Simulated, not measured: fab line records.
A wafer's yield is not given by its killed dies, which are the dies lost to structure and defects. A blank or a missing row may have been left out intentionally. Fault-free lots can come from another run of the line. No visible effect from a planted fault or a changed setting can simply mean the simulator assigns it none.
Chamber matching | flow nandHarc | pecvd-03 running NHARC_A_CONTACT_DEP_58: 3 sister chambers
The step deposits SiON, target thk 90 nm. 3 wafers are shown with their chamber, then 10 later ones without.

## WAFERS, EACH WITH ITS CHAMBER
wafer  | chamber | heaterPowerW (W)
L088.4 | 1       | 700
L087.1 | 0       | 689
L087.3 | 2       | 880

## WAFERS WHOSE CHAMBER IS MISSING
wafer  | heaterPowerW (W)
L087.4 | 904
L090.1 | 960
L090.3 | 665
L090.4 | 662
L097.1 | 700
L097.3 | 715
L097.6 | 737
L095.1 | 659
L095.4 | 655
L095.5 | 934

## EACH ONE'S CHAMBER
wafer  | from the rows above     | in truth
L087.4 | 2                       | 2
L090.1 | 2                       | 2
L090.3 | can't be placed: 0 or 1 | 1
L090.4 | can't be placed: 0 or 1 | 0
L097.1 | can't be placed: 1 or 0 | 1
L097.3 | can't be placed: 1 or 0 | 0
L097.6 | can't be placed: 1 or 0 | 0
L095.1 | can't be placed: 0 or 1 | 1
L095.4 | can't be placed: 0 or 1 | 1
L095.5 | 2                       | 2
Placed correctly: 3 of 10. These rows do not allow placing 7 (true chamber among the candidates in 7). Wrongly placed: 0.
How it was worked out, from the rows above alone: a wafer's distance from a chamber is the root of the sum, over the readings, of the square of ((its reading less the chamber's mean) divided by the reading's scatter). The wafer belongs to the nearest chamber; if the next one is less than 2 further off, it can't be placed. For every chamber, the mean is computed from those of its wafers that are shown. The scatter (one wafer shown for each chamber): square how far every hidden wafer sits from the nearest shown wafer, average those squares and take the square root.
